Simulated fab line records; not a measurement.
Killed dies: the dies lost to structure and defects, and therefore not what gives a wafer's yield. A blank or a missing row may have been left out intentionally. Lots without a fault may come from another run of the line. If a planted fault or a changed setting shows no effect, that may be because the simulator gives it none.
The tool behind it: which one? | flow nand-harc | 12 lots, 36 wafers sampled, at 5 steps of a route of 1159

== WHAT THE GAUGES READ, wafer by wafer ==
NHARC_END_SORT_01.
lot  | measured     | on        | killed-at-array | killed-at-other | killed-at-periphery | killed-dies | killed-open | killed-short
L755 | day 23 22:45 | prober-01 | 37 53 677       | 0 0 0           | 0 3 0               | 37 56 677   | 1 1 5       | 0 4 1

== EACH LOT AND THE TOOL THAT RAN IT (in order: tool; ch and the chambers of the sampled wafers; start) ==
lot  | NHARC_A_CHANNEL_HOLE_D1_ETCH_21  | NHARC_A_CHANNEL_HOLE_D1_ETCH_23  | NHARC_A_CHANNEL_HOLE_D1_ETCH_25  | NHARC_A_CHANNEL_FILL_D1_ETCHBACK_20
L736 | har-etch-02 ch 0,1, day 7 17:23  | har-etch-02 ch 0,1, day 7 18:23  | har-etch-02 ch 0,1, day 7 19:50  | rie-diel-05 ch 0,2, day 8 22:19
L740 | har-etch-02 ch 1, day 9 04:32    | har-etch-02 ch 1, day 9 05:32    | har-etch-02 ch 1, day 9 07:01    | rie-diel-05 ch 2,3, day 10 12:35
L738 | har-etch-02 ch 0, day 9 08:47    | har-etch-02 ch 0, day 9 09:52    | har-etch-02 ch 0, day 9 11:22    | rie-diel-05 ch 0,1,2, day 10 12:32
L741 | har-etch-02 ch 0,1, day 9 16:16  | har-etch-02 ch 0,1, day 9 17:22  | har-etch-02 ch 0,1, day 9 18:52  | rie-diel-01 ch 0,1,2, day 10 21:39
L742 | har-etch-01 ch 0, day 9 19:10    | har-etch-01 ch 0, day 9 20:10    | har-etch-01 ch 0, day 9 21:38    | rie-diel-01 ch 1,2,3, day 11 01:34
L743 | har-etch-01 ch 0,1, day 10 09:16 | har-etch-01 ch 0,1, day 10 10:17 | har-etch-01 ch 0,1, day 10 11:46 | rie-diel-01 ch 0,2,3, day 11 15:59
L746 | har-etch-02 ch 0,1, day 11 00:30 | har-etch-02 ch 0,1, day 11 01:35 | har-etch-02 ch 0,1, day 11 03:07 | rie-diel-01 ch 2,3, day 12 06:14
L747 | har-etch-01 ch 0,1, day 11 01:16 | har-etch-01 ch 0,1, day 11 02:16 | har-etch-01 ch 0,1, day 11 03:43 | rie-diel-01 ch 1,2,3, day 12 06:12
L755 | har-etch-01 ch 0,1, day 13 00:46 | har-etch-01 ch 0,1, day 13 01:46 | har-etch-01 ch 0,1, day 13 03:14 | rie-diel-05 ch 0,1,2, day 14 07:04
L757 | har-etch-02 ch 0,1, day 13 20:27 | har-etch-02 ch 0,1, day 13 21:32 | har-etch-02 ch 0,1, day 13 23:04 | rie-diel-01 ch 0,2,3, day 15 08:26
L759 | har-etch-02 ch 0,1, day 14 00:34 | har-etch-02 ch 0,1, day 14 01:37 | har-etch-02 ch 0,1, day 14 03:05 | rie-diel-10 ch 1,2,3, day 15 08:27
L758 | har-etch-02 ch 0,1, day 14 04:38 | har-etch-02 ch 0,1, day 14 05:39 | har-etch-02 ch 0,1, day 14 07:07 | rie-diel-10 ch 0,1,2, day 15 11:26
- NHARC_A_CHANNEL_HOLE_D1_ETCH_21: etches the open film in C4F8/O2/Ar, time 514.3 s, target depth 1600 nm.
- NHARC_A_CHANNEL_HOLE_D1_ETCH_23: etches the open film in C4F8/O2/Ar, time 819 s, target depth 1600 nm.
- NHARC_A_CHANNEL_HOLE_D1_ETCH_25: etches the open film in C4F8/O2/Ar, time 1040.2 s, target depth 1500 nm.
- NHARC_A_CHANNEL_FILL_D1_ETCHBACK_20: etches the open film in C4F8/O2/Ar, target depth 27 nm, time 13.5 s.

== AS READ BY THE TOOLS THEMSELVES (means over the sampled wafers that have a number; for cases with no such wafer, the mark the record gives instead) ==
NHARC_A_CHANNEL_HOLE_D1_ETCH_21.
lot  | tool        | drypump-motor-current-A (A) | esc-clamp-current-uA | showerhead-plenum-p-Torr (Torr) | throttle-valve-pct (%)
L736 | har-etch-02 | 5.6                         | 0.0206               | 3.82                            | 32.148
L740 | har-etch-02 | 5.3                         | 0.0204               | 3.87                            | 32.152
L738 | har-etch-02 | 6.0                         | 0.0213               | 3.69                            | 32.155
L741 | har-etch-02 | 5.8                         | 0.0210               | 3.74                            | 32.155
L742 | har-etch-01 | 5.4                         | 0.0203               | 3.82                            | 32.149
L743 | har-etch-01 | 5.6                         | 0.0203               | 3.77                            | 32.148
L746 | har-etch-02 | 5.5                         | 0.0207               | 3.80                            | 32.147
L747 | har-etch-01 | 5.8                         | 0.0203               | 3.72                            | 32.163
L755 | har-etch-01 | 5.6                         | 0.0203               | 3.75                            | 32.139
L757 | har-etch-02 | 5.7                         | 0.0210               | 3.72                            | 32.145
L759 | har-etch-02 | 5.5                         | 0.0208               | 3.78                            | 32.152
L758 | har-etch-02 | 5.8                         | 0.0211               | 3.71                            | 32.162

NHARC_A_CHANNEL_HOLE_D1_ETCH_23.
lot  | tool        | drypump-motor-current-A (A) | esc-clamp-current-uA | showerhead-plenum-p-Torr (Torr) | throttle-valve-pct (%)
L736 | har-etch-02 | 5.5                         | 0.0207               | 3.82                            | 32.154
L740 | har-etch-02 | 5.3                         | 0.0204               | 3.87                            | 32.156
L738 | har-etch-02 | 6.0                         | 0.0213               | 3.68                            | 32.147
L741 | har-etch-02 | 5.8                         | 0.0210               | 3.74                            | 32.155
L742 | har-etch-01 | 5.4                         | 0.0203               | 3.82                            | 32.151
L743 | har-etch-01 | 5.6                         | 0.0203               | 3.77                            | 32.156
L746 | har-etch-02 | 5.6                         | 0.0207               | 3.80                            | 32.156
L747 | har-etch-01 | 5.8                         | 0.0203               | 3.72                            | 32.160
L755 | har-etch-01 | 5.6                         | 0.0203               | 3.75                            | 32.159
L757 | har-etch-02 | 5.8                         | 0.0210               | 3.72                            | 32.157
L759 | har-etch-02 | 5.6                         | 0.0207               | 3.78                            | 32.156
L758 | har-etch-02 | 5.8                         | 0.0210               | 3.71                            | 32.157

NHARC_A_CHANNEL_HOLE_D1_ETCH_25.
lot  | tool        | drypump-motor-current-A (A) | esc-clamp-current-uA | showerhead-plenum-p-Torr (Torr) | throttle-valve-pct (%)
L736 | har-etch-02 | 5.5                         | 0.0206               | 3.81                            | 32.233
L740 | har-etch-02 | 5.3                         | 0.0204               | 3.87                            | 32.235
L738 | har-etch-02 | 6.0                         | 0.0213               | 3.68                            | 32.230
L741 | har-etch-02 | 5.8                         | 0.0210               | 3.74                            | 32.235
L742 | har-etch-01 | 5.4                         | 0.0204               | 3.81                            | 32.242
L743 | har-etch-01 | 5.6                         | 0.0203               | 3.76                            | 32.235
L746 | har-etch-02 | 5.5                         | 0.0206               | 3.80                            | 32.235
L747 | har-etch-01 | 5.8                         | 0.0203               | 3.72                            | 32.234
L755 | har-etch-01 | 5.6                         | 0.0204               | 3.74                            | 32.237
L757 | har-etch-02 | 5.8                         | 0.0210               | 3.71                            | 32.229
L759 | har-etch-02 | 5.6                         | 0.0207               | 3.77                            | 32.237
L758 | har-etch-02 | 5.8                         | 0.0210               | 3.71                            | 32.238

NHARC_A_CHANNEL_FILL_D1_ETCHBACK_20.
lot  | tool        | oes-product-au (a.u.) | rf-vpp-V (V)
L736 | rie-diel-05 | 1.00                  | 975
L740 | rie-diel-05 | 0.99                  | 978
L738 | rie-diel-05 | 0.98                  | 977
L741 | rie-diel-01 | 0.92                  | 980
L742 | rie-diel-01 | 1.00                  | 979
L743 | rie-diel-01 | 0.93                  | 976
L746 | rie-diel-01 | 0.93                  | 974
L747 | rie-diel-01 | 0.93                  | 979
L755 | rie-diel-05 | 0.91                  | 977
L757 | rie-diel-01 | 1.00                  | 977
L759 | rie-diel-10 | 0.93                  | 973
L758 | rie-diel-10 | 0.92                  | 975

== THE ANSWER, worked out from the rows above alone ==
Rule: the lots themselves supply what counts as usual. The widest of any qualifying gaps counts: lots, ordered by their means at a reading, are off when they make up no more than a third of the lots, leave a main group of 4 or more, and stand apart from it by 3 or more times the standard deviation of that group's means. If all means in a main group match to the digits the tables above print for the reading, that group is not used. A lot without any number at a reading at which 4 lots or more have one is off too. All remaining lots with rows at the step are treated as sound. First the gauges in route order, then the tools' own readings, where a lot's mean is used as printed above. The first step at which some lot is off is used, and at that step the reading that is off furthest; a lot without a number counts as furthest.
Across all readings shown, no lot is off: no conclusion can be drawn from this.

== WHAT WAS PUT IN BY THE SIMULATOR ==
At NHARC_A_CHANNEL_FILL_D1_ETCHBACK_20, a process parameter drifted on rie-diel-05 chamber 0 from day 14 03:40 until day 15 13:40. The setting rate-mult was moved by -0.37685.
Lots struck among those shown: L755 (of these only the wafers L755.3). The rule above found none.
